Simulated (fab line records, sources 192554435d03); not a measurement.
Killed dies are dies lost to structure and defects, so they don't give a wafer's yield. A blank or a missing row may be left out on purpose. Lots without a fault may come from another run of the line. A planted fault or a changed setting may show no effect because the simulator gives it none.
Chamber matching | flow n5_finfet | N5_BEOL_M2_STRIP_19 on rie_diel-04: 4 sister chambers
The step strips in O2. 20 wafers are shown with their chamber, then 10 later ones without.

WAFERS WITH THEIR CHAMBER
wafer  | chamber | drypump_motor_current_A (A) | oes_product_au (a.u.) | throttle_valve_pct (%)
L075.3 | 1       | 5.8                         | 0.80                  | 16.70
L075.4 | 2       | 4.8                         | 0.94                  | 16.57
L075.6 | 3       | 5.6                         | 0.72                  | 16.68
L083.2 | 3       | 5.7                         | 0.71                  | 16.70
L083.3 | 2       | 4.8                         | 0.91                  | 16.59
L083.4 | 0       | 5.6                         | 0.69                  | 16.82
L082.2 | 0       | 5.5                         | 0.69                  | 16.81
L082.4 | 3       | 5.6                         | 0.70                  | 16.70
L082.5 | 0       | 5.6                         | 0.69                  | 16.80
L084.4 | 1       | 5.8                         | 0.78                  | 16.75
L084.5 | 2       | 4.7                         | 0.89                  | 16.63
L084.6 | 3       | 5.6                         | 0.71                  | 16.72
L085.3 | 1       | 5.8                         | 0.77                  | 16.77
L085.4 | 1       | 5.8                         | 0.77                  | 16.78
L085.5 | 2       | 4.8                         | 0.89                  | 16.63
L087.3 | 0       | 5.6                         | 1.01                  | 16.38
L087.4 | 3       | 5.7                         | 0.70                  | 16.72
L087.6 | 3       | 5.6                         | 0.71                  | 16.71
L088.1 | 2       | 4.7                         | 0.87                  | 16.63
L088.3 | 0       | 5.6                         | 0.96                  | 16.40

SIGNATURES (means of the wafers above)
reading                 | chamber 0 | chamber 1 | chamber 2 | chamber 3 | scatter within a chamber
drypump_motor_current_A | 5.580     | 5.800     | 4.760     | 5.633     | 0.0456
oes_product_au          | 0.8080    | 0.7800    | 0.9000    | 0.7083    | 0.0827
throttle_valve_pct      | 16.6420   | 16.7500   | 16.6100   | 16.7050   | 0.117
Rule: a wafer's distance from a chamber is the root of the sum, over the readings, of the square of ((its reading less the chamber's mean) divided by the reading's scatter). The wafer belongs to the nearest chamber; if the next one is less than 2 further off, it can't be placed. The scatter: the root of (the sum of the squares of (reading less its chamber's mean) over the shown wafers, divided by (wafers less chambers)).

WAFERS WITHOUT THEIR CHAMBER
wafer  | drypump_motor_current_A (A) | oes_product_au (a.u.) | throttle_valve_pct (%)
L088.4 | 5.5                         | 0.96                  | 16.39
L089.1 | 5.6                         | 0.97                  | 16.40
L089.2 | 4.8                         | 0.87                  | 16.64
L089.6 | 5.6                         | 0.70                  | 16.73
L091.4 | 5.6                         | 0.94                  | 16.42
L091.5 | 5.7                         | 0.70                  | 16.75
L091.6 | 4.8                         | 0.86                  | 16.67
L093.1 | 4.7                         | 0.86                  | 16.65
L093.2 | 5.5                         | 0.93                  | 16.40
L093.5 | 5.7                         | 0.68                  | 16.76

WHICH CHAMBER EACH WENT THROUGH
wafer  | from the rows above          | in truth
L088.4 | can't be placed: 0 or 3      | 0
L089.1 | can't be placed: 0 or 3      | 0
L089.2 | 2                            | 2
L089.6 | can't be placed: 3 or 0      | 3
L091.4 | can't be placed: 0 or 3      | 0
L091.5 | can't be placed: 3 or 1 or 0 | 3
L091.6 | 2                            | 2
L093.1 | 2                            | 2
L093.2 | can't be placed: 0 or 3      | 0
L093.5 | can't be placed: 3 or 1 or 0 | 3
Placed correctly: 3 of 10. Can't be placed from these rows: 7 (the true chamber is among the candidates in 7). Placed wrongly: 0.
